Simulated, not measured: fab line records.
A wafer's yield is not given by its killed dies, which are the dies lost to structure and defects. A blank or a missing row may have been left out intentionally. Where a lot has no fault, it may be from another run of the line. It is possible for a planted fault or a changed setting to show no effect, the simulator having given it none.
Matching of chambers / flow n5Finfet / N5_BEOL_M0_SAQP_PECVD_97 on pecvd-02 has 3 sister chambers
The step deposits SiNx from SiH4/NH3/N2, target thk 23 nm, time 19.9 s. 14 wafers are shown with their chamber, then 7 later ones without.

## WAFERS WITH THEIR CHAMBER
wafer=L075.1; chamber=1; throttleValvePct (%)=43.6; showerheadPlenumPTorr (Torr)=5.12; heaterPowerW (W)=521
wafer=L075.3; chamber=1; throttleValvePct (%)=44.1; showerheadPlenumPTorr (Torr)=5.11; heaterPowerW (W)=531
wafer=L075.6; chamber=0; throttleValvePct (%)=42.1; showerheadPlenumPTorr (Torr)=5.22; heaterPowerW (W)=601
wafer=L076.3; chamber=1; throttleValvePct (%)=44.1; showerheadPlenumPTorr (Torr)=5.11; heaterPowerW (W)=542
wafer=L076.4; chamber=2; throttleValvePct (%)=37.3; showerheadPlenumPTorr (Torr)=5.12; heaterPowerW (W)=592
wafer=L076.6; chamber=1; throttleValvePct (%)=44.0; showerheadPlenumPTorr (Torr)=5.11; heaterPowerW (W)=535
wafer=L077.1; chamber=0; throttleValvePct (%)=41.6; showerheadPlenumPTorr (Torr)=5.23; heaterPowerW (W)=578
wafer=L077.2; chamber=2; throttleValvePct (%)=37.0; showerheadPlenumPTorr (Torr)=5.13; heaterPowerW (W)=517
wafer=L077.6; chamber=0; throttleValvePct (%)=41.9; showerheadPlenumPTorr (Torr)=5.22; heaterPowerW (W)=572
wafer=L088.2; chamber=0; throttleValvePct (%)=41.9; showerheadPlenumPTorr (Torr)=5.22; heaterPowerW (W)=526
wafer=L088.3; chamber=0; throttleValvePct (%)=42.0; showerheadPlenumPTorr (Torr)=5.23; heaterPowerW (W)=528
wafer=L088.4; chamber=1; throttleValvePct (%)=44.1; showerheadPlenumPTorr (Torr)=5.11; heaterPowerW (W)=544
wafer=L091.3; chamber=0; throttleValvePct (%)=41.7; showerheadPlenumPTorr (Torr)=5.24; heaterPowerW (W)=612
wafer=L091.4; chamber=2; throttleValvePct (%)=37.9; showerheadPlenumPTorr (Torr)=5.13; heaterPowerW (W)=582

SIGNATURES (averages over the wafers above)
reading=throttleValvePct; chamber 0=41.867; chamber 1=43.980; chamber 2=37.400; scatter within a chamber=0.267
reading=showerheadPlenumPTorr; chamber 0=5.2267; chamber 1=5.1120; chamber 2=5.1267; scatter within a chamber=0.00661
reading=heaterPowerW; chamber 0=569.50; chamber 1=534.60; chamber 2=563.67; scatter within a chamber=30.4
Rule: a wafer lies at a distance from a chamber equal to the root of the sum of squares, over the readings, of (its reading less the chamber's mean, divided by the reading's scatter). If the next closest chamber is less than 2 further off than the closest, the wafer can't be placed; otherwise it belongs to the closest. How the scatter is found: for the shown wafers, subtract from each reading the mean of its chamber, square and add these, divide the total by (wafers less chambers), then take the root.

## WAFERS WITH NO CHAMBER GIVEN
wafer=L091.5; throttleValvePct (%)=42.0; showerheadPlenumPTorr (Torr)=5.23; heaterPowerW (W)=601
wafer=L094.1; throttleValvePct (%)=44.0; showerheadPlenumPTorr (Torr)=5.13; heaterPowerW (W)=485
wafer=L094.2; throttleValvePct (%)=42.0; showerheadPlenumPTorr (Torr)=5.24; heaterPowerW (W)=582
wafer=L094.4; throttleValvePct (%)=43.9; showerheadPlenumPTorr (Torr)=5.12; heaterPowerW (W)=485
wafer=L096.3; throttleValvePct (%)=44.1; showerheadPlenumPTorr (Torr)=5.12; heaterPowerW (W)=491
wafer=L096.4; throttleValvePct (%)=44.1; showerheadPlenumPTorr (Torr)=5.12; heaterPowerW (W)=494
wafer=L096.5; throttleValvePct (%)=41.9; showerheadPlenumPTorr (Torr)=5.23; heaterPowerW (W)=496

## CHAMBER TAKEN BY EACH
wafer=L091.5; from the rows above=0; in truth=0
wafer=L094.1; from the rows above=1; in truth=1
wafer=L094.2; from the rows above=0; in truth=0
wafer=L094.4; from the rows above=1; in truth=1
wafer=L096.3; from the rows above=1; in truth=1
wafer=L096.4; from the rows above=1; in truth=1
wafer=L096.5; from the rows above=0; in truth=0
Placed correctly: 7 of 7. Can't be placed from these rows: 0. 0 placed wrongly.
